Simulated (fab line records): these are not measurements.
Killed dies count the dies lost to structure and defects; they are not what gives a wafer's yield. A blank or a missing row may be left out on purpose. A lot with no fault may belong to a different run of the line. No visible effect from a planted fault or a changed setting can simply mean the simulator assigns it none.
Split-lot study	flow n5_finfet	route with 1938 steps; 7 lots, 21 wafers read

## SPLIT DETAILS
At N5_MOL_CONTACT_COAG_CONTACT_ETCH_14 (etches SiO2 in C4F6/O2, target depth 27.5 nm, overetch 8.5 nm, time 20 s), the setting source_w was moved away from the recipe's 370 W on 9 of the 21 wafers read, by -11.6% to +15.2%. This setting was run at the recipe's value on the other wafers.

The reading is taken at the split's own step.

## THE READING
rf_vpp_V, in V, at N5_MOL_CONTACT_COAG_CONTACT_ETCH_14 (etches SiO2 in C4F6/O2, target depth 27.5 nm, overetch 8.5 nm, time 20 s). A value of 694 V with a standard deviation of 3.3 V is what fault-free wafers of this fab line usually give.

wafer	tool, chamber at the split	source_w as run, W	against the recipe	rf_vpp_V, V	against lot-mates on the recipe
L078.1	rie_diel-06, 1	326.9	-11.6%	710	+12
L078.4	rie_diel-06, 3	326.9	-11.6%	730	+32
L078.5	rie_diel-06, 0	370	recipe	698	-
L085.2	rie_diel-06, 0	370	recipe	699	-
L085.4	rie_diel-06, 1	370	recipe	690	-
L085.6	rie_diel-06, 0	370	recipe	698	-
L086.1	rie_diel-02, 2	426.2	+15.2%	673	-25
L086.3	rie_diel-02, 0	426.2	+15.2%	658	-40
L086.6	rie_diel-02, 2	370	recipe	698	-
L087.2	rie_diel-02, 2	370	recipe	699	-
L087.3	rie_diel-02, 3	370	recipe	693	-
L087.6	rie_diel-02, 0	344.2	-7.0%	701	+5
L091.2	rie_diel-02, 3	370	recipe	692	-
L091.3	rie_diel-02, 1	339.1	-8.4%	718	+27
L091.4	rie_diel-02, 0	370	recipe	690	-
L095.1	rie_diel-05, 3	370	recipe	690	-
L095.2	rie_diel-05, 0	419.8	+13.5%	672	-18
L095.3	rie_diel-05, 2	419.8	+13.5%	669	-21
L097.1	rie_diel-05, 2	370	recipe	692	-
L097.2	rie_diel-05, 0	410.1	+10.8%	673	-18
L097.4	rie_diel-05, 3	370	recipe	691	-

FIT RESULTS
A straight line over all 21 wafers: rf_vpp_V changes by -1.96 V for each +1% of source_w; r = -0.94; the points scatter about the line by 5.7 V.
The same after taking each lot's own level away (the mean of its wafers on the recipe; 21 wafers): -1.88 V for each +1%; r = -0.93; scatter 6 V.
Per that fit: largest source_w move, reading shift of 29 V.
The span of the lots' own levels, 690.0 to 698.0 V, comes to 2.4 times the standard deviation stated above.
The two slopes agree, so the slope changes little with the lot-to-lot level.
Check: -28.8 V against its lot-mates is what the line predicts for one of the wafers moved furthest among these (+15.2%) when that wafer is left out of the fit. It came out at -25 V against them.
Tool readings at the split's step, against how far the setting was moved: rf_vpp_V r = -0.94.

## ADDITIONAL SPLITS CARRIED BY THESE WAFERS
Before the reading, these wafers also passed through other splits. Each is held against what the fit with the lots' levels taken away leaves over:
other split on the same wafers	wafers away from the commonest value	r with rf_vpp_V (lot level and that fit taken away)
N5_SD_EPI_P_COAT_35 spin_rpm	7	-0.19
N5_SDB_STRIP_22 power_w	12	+0.09
N5_GATE_CUT_DESCUM_18 time_s	9	+0.10
N5_GATE_CUT_ETCH_37 bias_w	9	-0.03

## THE FILE'S OWN FIT
rf_vpp_V changes by -1.86 V for each +1% of source_w, r = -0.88.
